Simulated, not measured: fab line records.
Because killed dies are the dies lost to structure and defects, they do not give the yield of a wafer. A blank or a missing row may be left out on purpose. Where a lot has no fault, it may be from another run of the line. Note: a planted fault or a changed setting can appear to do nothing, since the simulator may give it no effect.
Chamber matching :: flow n5-finfet :: N5_BEOL_M0_SAQP_MANDREL2_REMOVE_110 on rie-si-04 has 4 sister chambers
The step chemistry HBr/Cl2/O2, target a-Si, stops on SiCN, bt time 10 s. 4 wafers are shown with their chamber, then 7 later ones without.

## WAFERS WITH THEIR CHAMBER
wafer: L088.5
chamber: 3
drypump-motor-current-A (A): 5.6

wafer: L090.4
chamber: 0
drypump-motor-current-A (A): 5.5

wafer: L092.1
chamber: 1
drypump-motor-current-A (A): 4.8

wafer: L092.2
chamber: 2
drypump-motor-current-A (A): 5.8

## WAFERS WITH NO CHAMBER GIVEN
wafer: L092.3
drypump-motor-current-A (A): 5.4

wafer: L093.1
drypump-motor-current-A (A): 4.8

wafer: L093.2
drypump-motor-current-A (A): 5.6

wafer: L093.4
drypump-motor-current-A (A): 5.8

wafer: L096.2
drypump-motor-current-A (A): 5.6

wafer: L096.3
drypump-motor-current-A (A): 5.5

wafer: L096.5
drypump-motor-current-A (A): 5.6

## EACH ONE'S CHAMBER
wafer: L092.3
from the rows above: 0
in truth: 0

wafer: L093.1
from the rows above: 1
in truth: 1

wafer: L093.2
from the rows above: 3
in truth: 3

wafer: L093.4
from the rows above: 2
in truth: 2

wafer: L096.2
from the rows above: 3
in truth: 3

wafer: L096.3
from the rows above: 0
in truth: 0

wafer: L096.5
from the rows above: 3
in truth: 3
Correct placement for 7 of the 7. Can't be placed from these rows: 0. 0 placed wrongly.
How it was worked out, from the rows above alone: a wafer's distance from a chamber is the root of the sum, over the readings, of the square of ((its reading less the chamber's mean) divided by the reading's scatter). The wafer belongs to the nearest chamber; if the next one is less than 2 further off, it can't be placed. The mean given for a chamber averages the wafers shown for that chamber. The scatter (one wafer shown for each chamber): square how far every hidden wafer sits from the nearest shown wafer, average those squares and take the square root.
